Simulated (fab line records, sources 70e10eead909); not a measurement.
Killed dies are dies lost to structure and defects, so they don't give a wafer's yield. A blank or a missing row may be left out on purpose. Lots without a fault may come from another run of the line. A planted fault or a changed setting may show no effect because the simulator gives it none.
Chamber matching | flow nand_harc | NHARC_P_M1_DEP_33 on pecvd-03: 3 sister chambers
The step deposits SiCN, target thk 30 nm. 3 wafers are shown with their chamber, then 8 later ones without.

WAFERS WITH THEIR CHAMBER
wafer  | chamber | heater_power_w (W)
L084.6 | 2       | 487
L085.1 | 1       | 611
L087.1 | 0       | 598

WAFERS WITHOUT THEIR CHAMBER
wafer  | heater_power_w (W)
L087.4 | 507
L087.6 | 588
L094.1 | 514
L094.4 | 601
L094.5 | 530
L097.1 | 631
L097.3 | 403
L097.6 | 563

WHICH CHAMBER EACH WENT THROUGH
wafer  | from the rows above          | in truth
L087.4 | can't be placed: 2 or 0      | 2
L087.6 | can't be placed: 0 or 1      | 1
L094.1 | can't be placed: 2 or 0 or 1 | 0
L094.4 | can't be placed: 0 or 1      | 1
L094.5 | can't be placed: 2 or 0 or 1 | 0
L097.1 | can't be placed: 1 or 0      | 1
L097.3 | 2                            | 2
L097.6 | can't be placed: 0 or 1 or 2 | 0
Placed correctly: 1 of 8. Can't be placed from these rows: 7 (the true chamber is among the candidates in 7). Placed wrongly: 0.
How it was worked out, from the rows above alone: a wafer's distance from a chamber is the root of the sum, over the readings, of the square of ((its reading less the chamber's mean) divided by the reading's scatter). The wafer belongs to the nearest chamber; if the next one is less than 2 further off, it can't be placed. A chamber's mean is the mean of its shown wafers. The scatter: with one shown wafer a chamber, the root of the mean of the squares of how far each hidden wafer lies from its nearest shown one.
